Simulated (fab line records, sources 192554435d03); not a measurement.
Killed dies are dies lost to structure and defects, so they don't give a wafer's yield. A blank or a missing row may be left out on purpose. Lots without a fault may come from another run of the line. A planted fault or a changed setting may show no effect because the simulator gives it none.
Chamber matching | flow n5_finfet | N5_BEOL_M5_PECVD_70 on pecvd-03: 3 sister chambers
The step deposits SiO2 from TEOS/O2, target thk 16 nm, time 18 s. 6 wafers are shown with their chamber, then 7 later ones without.

WAFERS WITH THEIR CHAMBER
wafer  | chamber | showerhead_plenum_p_Torr (Torr) | throttle_valve_pct (%)
L353.5 | 0       | 8.84                            | 23.0
L353.6 | 1       | 8.71                            | 22.9
L355.5 | 2       | 8.75                            | 22.3
L355.6 | 0       | 8.82                            | 22.7
L356.2 | 1       | 8.73                            | 23.2
L356.5 | 2       | 8.73                            | 22.3

WAFERS WITHOUT THEIR CHAMBER
wafer  | showerhead_plenum_p_Torr (Torr) | throttle_valve_pct (%)
L356.6 | 8.74                            | 23.1
L357.1 | 8.76                            | 23.1
L357.3 | 8.75                            | 22.3
L357.4 | 8.83                            | 23.0
L358.2 | 8.84                            | 22.9
L358.3 | 8.79                            | 22.2
L358.5 | 8.73                            | 23.0

WHICH CHAMBER EACH WENT THROUGH
wafer  | from the rows above     | in truth
L356.6 | 1                       | 1
L357.1 | can't be placed: 1 or 2 | 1
L357.3 | 2                       | 2
L357.4 | 0                       | 0
L358.2 | 0                       | 0
L358.3 | can't be placed: 2 or 0 | 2
L358.5 | 1                       | 1
Placed correctly: 5 of 7. Can't be placed from these rows: 2 (the true chamber is among the candidates in 2). Placed wrongly: 0.
How it was worked out, from the rows above alone: a wafer's distance from a chamber is the root of the sum, over the readings, of the square of ((its reading less the chamber's mean) divided by the reading's scatter). The wafer belongs to the nearest chamber; if the next one is less than 2 further off, it can't be placed. A chamber's mean is the mean of its shown wafers. The scatter: the root of (the sum of the squares of (reading less its chamber's mean) over the shown wafers, divided by (wafers less chambers)).
